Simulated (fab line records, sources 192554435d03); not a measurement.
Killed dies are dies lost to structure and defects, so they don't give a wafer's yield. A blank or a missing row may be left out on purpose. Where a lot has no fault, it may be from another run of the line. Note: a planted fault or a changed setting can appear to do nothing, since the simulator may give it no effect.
A lot that was struck, set against a sound lot ; flow n5_finfet ; 16 out of 1938 route steps
Sound: these wafers, L935.2, L935.4, L935.6. Struck: wafers L922.3, L922.4, L922.6. The cause comes at the end.
Order at every step that has rows: each side's tool, ch and its chambers, its first start. Under that, the readings that differ: sound wafers ; struck wafers ; difference of the means ; sigmas: that difference in standard deviations of wafers without a fault.
alike: same words and numbers on both sides, and readings whose means sit less than 2 such deviations apart. not compared: any withheld reading, any reading some wafer has no value for, any bound like >300 that may hide the same value, and any number with overlapping values for which the record gives no deviation.
A row with sigmas, a row that says differs or no value, or rows on one side alone: a step with any of these is where the two part. Numbers that have no deviation but don't overlap get no sigmas and don't part them. A reading missing from all wafers of one side parts the sides only when that side holds two or more wafers.

first, 2 steps without rows for these wafers: N5_BEOL_M4_DEGAS_44 (time 60 s); N5_BEOL_M4_PRE_CLEAN_45 (time 30 s).
N5_BEOL_M4_ALD_84: deposits TaN, pulse time 2 s, purge time 3 s, co reactant purge time 2 s.
  sound on ald_metal-02 ch 1,2,3, day 13 15:42; struck on ald_metal-02 ch 0,2, day 10 11:57
  alike: heater_power_w
N5_BEOL_M4_SURFACE_TREAT_85:
  sound on pvd_sputter-01, day 13 15:58; struck on pvd_sputter-03, day 10 12:17
  not compared: throttle_valve_pct
then, 3 steps without rows for these wafers: N5_BEOL_M4_CVD_47 (deposits Co from CCTBA/H2, target thk 3 nm, time 223.8 s); N5_BEOL_M4_SPUTTER_48 (material Cu, target thk 4.5 nm, time 8.29 s); N5_BEOL_M4_ANNEAL_49 (time 240 s).
N5_BEOL_M4_SPUTTER_79: material Cu, target thk 4.5 nm, time 8.29 s.
  sound on pvd_sputter-03, day 13 16:30; struck on pvd_sputter-02, day 10 12:50
  alike: throttle_valve_pct
N5_BEOL_M4_ANNEAL_80: time 240 s.
  sound on pvd_sputter-03, day 13 16:35; struck on pvd_sputter-02, day 10 12:55
  alike: heater_power_w, susceptor_temp_C
N5_BEOL_M4_SPUTTER_81: material Cu, target thk 4.5 nm, time 8.29 s.
  sound on pvd_sputter-03, day 13 16:43; struck on pvd_sputter-02, day 10 13:03
  alike: throttle_valve_pct
then, 2 steps without rows for these wafers: N5_BEOL_M4_ANNEAL_82 (time 240 s); N5_BEOL_M4_SPUTTER_86 (material Cu, target thk 4.5 nm, time 8.29 s).
N5_BEOL_M4_ANNEAL_87: time 240 s.
  sound on pvd_sputter-03, day 13 17:01; struck on pvd_sputter-02, day 10 13:21
  no value came back on the struck wafers for heater_power_w (W), susceptor_temp_C (C); on the sound wafers heater_power_w (W) reads 812 735 737
then, 1 step without rows for these wafers: N5_BEOL_M4_SPUTTER_88 (material Cu, target thk 4.5 nm, time 8.29 s).
N5_BEOL_M4_RC_MEAS_101:
  sound on prober-01 ch 0, day 13 19:21; struck on prober-01 ch 0, day 10 16:35
reading;sound;struck;difference;sigmas
DIBL_N (mV/V);37.1 36.1 36.9;33.2 33.6 32.5;-3.6;-3
IOFF_P (nA/um);0.28 0.25 0.27;0.19 0.19 0.19;-0.08;-2
  alike: DIBL_P, IOFF_N, ION_N, ION_P, SS_N, SS_P, VT_N, VT_P
then, 1 step without rows for these wafers: N5_PASSIVATION_PROBE_49.

WHERE THEY PART
Earliest at N5_BEOL_M4_ANNEAL_87; latest, in this record, at N5_BEOL_M4_RC_MEAS_101.

WHY: the cause the simulator had injected
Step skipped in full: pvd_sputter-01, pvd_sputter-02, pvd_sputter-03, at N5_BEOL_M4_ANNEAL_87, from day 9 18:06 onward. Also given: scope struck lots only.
